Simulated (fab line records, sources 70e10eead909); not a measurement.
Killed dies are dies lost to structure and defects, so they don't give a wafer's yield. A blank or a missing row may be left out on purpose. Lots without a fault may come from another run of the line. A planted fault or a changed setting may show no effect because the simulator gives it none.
Which tool did it? | flow nand_harc | 15 lots, 45 wafers sampled, at 3 steps of a route of 1302

WHAT THE GAUGES READ, wafer by wafer
NHARC_P_M2_INSPECT_27.
lot  | measured     | on                | raw_defect_count
L303 | day 6 16:11  | defect_inspect-02 | 357 443 368
L304 | day 7 04:28  | defect_inspect-02 | 287 327 319
L305 | day 7 12:24  | defect_inspect-02 | 266 195 209
L306 | day 7 17:10  | defect_inspect-02 | 162 345 256
L310 | day 9 07:26  | defect_inspect-01 | 257 308 283
L315 | day 11 17:22 | defect_inspect-01 | 234 176 349
L317 | day 12 14:47 | defect_inspect-01 | 262 304 259
L318 | day 13 01:26 | defect_inspect-02 | 380 445 466
L319 | day 13 14:20 | defect_inspect-02 | 195 232 336
L320 | day 13 15:04 | defect_inspect-02 | 309 463 345
L321 | day 13 21:50 | defect_inspect-01 | 350 407 328
L322 | day 14 05:37 | defect_inspect-01 | 228 347 245
L324 | day 15 05:31 | defect_inspect-02 | 255 657 300
L325 | day 15 17:52 | defect_inspect-01 | 396 281 428
L326 | day 16 07:27 | defect_inspect-01 | 281 291 392

WHICH TOOL RAN EACH LOT (tool, then ch and the chambers of the sampled wafers, then the start)
lot  | NHARC_P_M2_PVD_20            | NHARC_P_M2_PVD_21
L303 | pvd_sputter-01, day 6 14:43  | pvd_sputter-01, day 6 16:11 or earlier
L304 | pvd_sputter-01, day 7 02:58  | pvd_sputter-01, day 7 04:28 or earlier
L305 | pvd_sputter-02, day 7 10:57  | pvd_sputter-02, day 7 12:24 or earlier
L306 | pvd_sputter-01, day 7 15:44  | pvd_sputter-01, day 7 17:10 or earlier
L310 | pvd_sputter-01, day 9 06:01  | pvd_sputter-01, day 9 07:26 or earlier
L315 | pvd_sputter-02, day 11 15:55 | pvd_sputter-02, day 11 17:22 or earlier
L317 | pvd_sputter-02, day 12 13:22 | pvd_sputter-02, day 12 14:47 or earlier
L318 | pvd_sputter-01, day 13 00:01 | pvd_sputter-01, day 13 01:26 or earlier
L319 | pvd_sputter-03, day 13 12:53 | pvd_sputter-03, day 13 14:20 or earlier
L320 | pvd_sputter-02, day 13 13:37 | pvd_sputter-02, day 13 15:04 or earlier
L321 | pvd_sputter-03, day 13 20:23 | pvd_sputter-03, day 13 21:50 or earlier
L322 | pvd_sputter-01, day 14 04:12 | pvd_sputter-01, day 14 05:37 or earlier
L324 | pvd_sputter-03, day 15 04:04 | pvd_sputter-03, day 15 05:31 or earlier
L325 | pvd_sputter-01, day 15 16:27 | pvd_sputter-01, day 15 17:52 or earlier
L326 | pvd_sputter-02, day 16 06:01 | pvd_sputter-02, day 16 07:27 or earlier
- NHARC_P_M2_PVD_20: deposits TaN, target thk 5 nm, time 8.06 s.
- NHARC_P_M2_PVD_21: deposits Cu, target thk 30 nm, time 20.49 s.

WHAT THE TOOLS THEMSELVES READ (means of the sampled wafers that have a number; where no wafer has one, the mark that the record gives instead)
NHARC_P_M2_PVD_20.
lot  | tool           | bias_v (V) | cathode_dc_power_W (W) | substrate_temp_c (C) | throttle_valve_pct (%)
L303 | pvd_sputter-01 | 168.7      | 14996                  | 50.08                | 29.7
L304 | pvd_sputter-01 | 167.5      | 15001                  | 49.89                | 29.7
L305 | pvd_sputter-02 | 168.0      | 15002                  | 50.10                | 30.4
L306 | pvd_sputter-01 | 168.0      | 15000                  | 49.93                | 29.0
L310 | pvd_sputter-01 | 170.0      | 15000                  | 50.02                | 29.9
L315 | pvd_sputter-02 | 167.0      | 14998                  | 49.96                | 30.7
L317 | pvd_sputter-02 | -          | -                      | -                    | -
L318 | pvd_sputter-01 | -          | -                      | -                    | -
L319 | pvd_sputter-03 | -          | -                      | -                    | -
L320 | pvd_sputter-02 | 169.1      | 15000                  | 50.03                | 30.6
L321 | pvd_sputter-03 | 170.9      | 15001                  | 50.06                | 30.0
L322 | pvd_sputter-01 | 166.5      | 15000                  | 49.93                | 30.0
L324 | pvd_sputter-03 | 170.0      | 14998                  | 50.07                | 29.6
L325 | pvd_sputter-01 | 169.1      | 15002                  | 50.04                | 29.7
L326 | pvd_sputter-02 | 169.8      | 14999                  | 49.97                | 29.3

NHARC_P_M2_PVD_21.
lot  | tool           | cathode_dc_power_W (W) | chamber_pressure_pa (Pa) | substrate_temp_c (C) | throttle_valve_pct (%)
L303 | pvd_sputter-01 | 5000.1                 | 4.993                    | 29.96                | 29.9
L304 | pvd_sputter-01 | 4999.9                 | 5.000                    | 30.08                | 30.1
L305 | pvd_sputter-02 | 4999.5                 | 5.006                    | 30.07                | 30.8
L306 | pvd_sputter-01 | 5001.0                 | 5.004                    | 30.01                | 29.1
L310 | pvd_sputter-01 | 5000.0                 | 5.015                    | 29.94                | 29.6
L315 | pvd_sputter-02 | 5000.4                 | 5.011                    | 29.97                | 31.0
L317 | pvd_sputter-02 | 4999.7                 | 5.002                    | 30.08                | 30.4
L318 | pvd_sputter-01 | 4999.4                 | 5.005                    | 30.03                | 30.3
L319 | pvd_sputter-03 | 5000.4                 | 4.992                    | 30.06                | 29.7
L320 | pvd_sputter-02 | 5000.1                 | 5.008                    | 30.09                | 29.9
L321 | pvd_sputter-03 | 4999.8                 | 4.991                    | 30.08                | 29.8
L322 | pvd_sputter-01 | 4999.5                 | 5.000                    | 29.97                | 29.5
L324 | pvd_sputter-03 | 4999.9                 | 5.000                    | 29.94                | 29.9
L325 | pvd_sputter-01 | 5000.4                 | 4.995                    | 29.95                | 30.1
L326 | pvd_sputter-02 | 5000.0                 | 5.006                    | 30.01                | 29.3

THE ANSWER, worked out from the rows above alone
Rule: what is usual is taken from the lots themselves. Put in order of their means at a reading, lots are off if they are a third of the lots or fewer, leave a main group of 4 or more, and stand apart from it by a gap of 3 or more times the standard deviation of the main group's means; of several such gaps the widest counts. A main group whose means are all the same, to the digits that the tables above print for the reading, isn't used. A lot without any number at a reading at which 4 lots or more have one is off too. The other lots that the step has rows for count as sound. The gauges are gone through in route order, then the tools' own readings, and for those a lot's mean is taken as printed above. The first step at which some lot is off is used, and at that step the reading that is off furthest; a lot without a number counts as furthest.
Off: L317, L318, L319, at NHARC_P_M2_PVD_20 (bias_v). Without a number there: L317, L318, L319. The main group: mean 168.7 V, standard deviation 1.3.
A tool fits if, at that step or a process step before it, it ran every lot that is off, and no sound lot after the first of them. None of those tried fits.

WHAT THE SIMULATOR HAD PUT IN
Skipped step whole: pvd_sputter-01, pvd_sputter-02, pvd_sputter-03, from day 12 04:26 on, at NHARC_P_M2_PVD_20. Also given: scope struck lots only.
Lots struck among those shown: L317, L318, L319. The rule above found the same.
